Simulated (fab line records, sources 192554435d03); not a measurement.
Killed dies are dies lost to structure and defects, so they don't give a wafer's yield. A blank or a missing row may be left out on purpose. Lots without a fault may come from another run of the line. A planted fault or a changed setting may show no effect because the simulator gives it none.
Tool commonality check | flow n5_finfet | 9 lots, 27 wafers sampled

WHY IT WAS OPENED
At N5_ZERO_LAYER_CD_MEAS_11 the reading cd_nm is flagged on 2 of 9 lots. Wafers without a fault read 1999.1 nm, standard deviation 1.7.
Rule: a lot is flagged when every wafer of it that has a number lies more than 4 standard deviations from that mean, or none has a number. The other lots count as sound.

lot  | measured    | on        | cd_nm (nm), wafer by wafer | flag
L412 | day 1 12:38 | cd_sem-02 | 1998.7 2000.1 2001.6       |
L414 | day 2 00:38 | cd_sem-01 | 2000.0 1998.5 2001.5       |
L417 | day 2 18:41 | cd_sem-01 | 1997.0 1998.7 1996.4       |
L421 | day 3 18:38 | cd_sem-02 | 2000.7 1997.8 2000.8       |
L422 | day 4 00:46 | cd_sem-03 | 1997.6 1997.8 1999.0       |
L424 | day 4 12:39 | cd_sem-02 | 1996.7 1996.4 1998.7       |
L432 | day 6 12:58 | cd_sem-02 | 1987.4 1988.1 1984.3       | FLAGGED
L433 | day 6 18:38 | cd_sem-02 | 1990.7 1988.6 1990.4       | FLAGGED
L435 | day 7 06:39 | cd_sem-01 | 2001.8 1998.9 1997.9       |
The numbers of the flagged lots are 1988.2 nm on average: -10.8 nm against the usual, or -6 standard deviations.

WHICH TOOL RAN EACH LOT
The record holds 1 process step before the reading, out of a route of 1938 steps. In each cell: the tool, then ch and the chambers that the sampled wafers went through, then the start.
lot  | flag    | N5_ZERO_LAYER_EXPOSE_08
L412 |         | krf_scanner-01 ch 0, day 1 12:28
L414 |         | krf_scanner-02 ch 0, day 2 00:28
L417 |         | krf_scanner-01 ch 0, day 2 18:31
L421 |         | krf_scanner-01 ch 0, day 3 18:28
L422 |         | krf_scanner-02 ch 0, day 4 00:35
L424 |         | krf_scanner-02 ch 0, day 4 12:29
L432 | FLAGGED | krf_scanner-01 ch 0, day 6 12:47
L433 | FLAGGED | krf_scanner-01 ch 0, day 6 18:28
L435 |         | krf_scanner-02 ch 0, day 7 06:28
What these steps do:
- N5_ZERO_LAYER_EXPOSE_08: exposes mask ZERO, defocus 0 nm, target cd 2000 nm.
- N5_ZERO_LAYER_CD_MEAS_11: target cd 2000 nm.

FLAGGED OVER TOTAL, TOOL BY TOOL (the gauges that took the reading come last)
step                     | tool           | lots run | flagged | share of the flagged lots | sound lots run after its first flagged lot
N5_ZERO_LAYER_EXPOSE_08  | krf_scanner-01 | 5        | 2       | all                       | 0
N5_ZERO_LAYER_EXPOSE_08  | krf_scanner-02 | 4        | 0       | none                      | -
N5_ZERO_LAYER_CD_MEAS_11 | cd_sem-01      | 3        | 0       | none                      | -
N5_ZERO_LAYER_CD_MEAS_11 | cd_sem-02      | 5        | 2       | all                       | 0
N5_ZERO_LAYER_CD_MEAS_11 | cd_sem-03      | 1        | 0       | none                      | -

WHAT THE TABLE ALLOWS
2 rows of the table ran every flagged lot: krf_scanner-01 at N5_ZERO_LAYER_EXPOSE_08, cd_sem-02 at N5_ZERO_LAYER_CD_MEAS_11.
- krf_scanner-01 at N5_ZERO_LAYER_EXPOSE_08: 2 of its 5 lots flagged. Its last sound lot is L421 (day 3 18:28), its first flagged lot L432 (day 6 12:47): a fault that began between those two fits. Its own readings lie more than 4 standard deviations out on every wafer of the flagged lots: exposure_dose_mJ_cm2.
- cd_sem-02 at N5_ZERO_LAYER_CD_MEAS_11: 2 of its 5 lots flagged. Its last sound lot is L424 (day 4 12:39), its first flagged lot L432 (day 6 12:58): a fault that began between those two fits.
Counting lots can't tell these 2 tools apart, because each fits a fault that began at some hour. More lots, or a look at what each step does to the wafer, might.

WHAT THE SIMULATOR HAD PUT IN
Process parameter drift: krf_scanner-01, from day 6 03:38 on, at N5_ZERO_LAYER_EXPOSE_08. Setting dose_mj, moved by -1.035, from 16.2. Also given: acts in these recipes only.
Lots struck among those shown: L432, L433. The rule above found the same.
